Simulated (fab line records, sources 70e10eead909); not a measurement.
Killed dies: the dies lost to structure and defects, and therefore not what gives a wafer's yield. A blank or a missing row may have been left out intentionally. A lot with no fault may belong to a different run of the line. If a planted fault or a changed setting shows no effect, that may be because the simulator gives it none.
Chamber matching ; flow nand_harc ; NHARC_P_GATE_STRIP_101 on rie_diel-09 has 4 sister chambers
The step strips in O2, time 20 s. 4 wafers are shown with their chamber, then 8 later ones without.

WAFERS PAIRED WITH THEIR CHAMBERS
wafer;chamber;showerhead_plenum_p_Torr (Torr)
L086.1;2;3.33
L086.2;0;3.60
L086.3;1;3.58
L089.1;3;3.71

WAFERS WITH NO CHAMBER GIVEN
wafer;showerhead_plenum_p_Torr (Torr)
L089.4;3.33
L089.6;3.58
L095.2;3.58
L095.3;3.59
L095.6;3.71
L097.1;3.59
L097.3;3.33
L097.6;3.33

CHAMBER TAKEN BY EACH
wafer;from the rows above;in truth
L089.4;2;2
L089.6;1;1
L095.2;1;1
L095.3;can't be placed: 1 or 0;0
L095.6;3;3
L097.1;can't be placed: 1 or 0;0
L097.3;2;2
L097.6;2;2
Correctly placed: 6 of 8. These rows do not allow placing 2 (true chamber among the candidates in 2). Number placed wrongly: 0.
How it was worked out, from the rows above alone: a wafer's distance from a chamber is the root of the sum, over the readings, of the square of ((its reading less the chamber's mean) divided by the reading's scatter). The wafer belongs to the nearest chamber; if the next one is less than 2 further off, it can't be placed. The mean given for a chamber averages the wafers shown for that chamber. The scatter: root of mean squared gap, hidden wafer to nearest shown wafer, with one shown wafer a chamber.
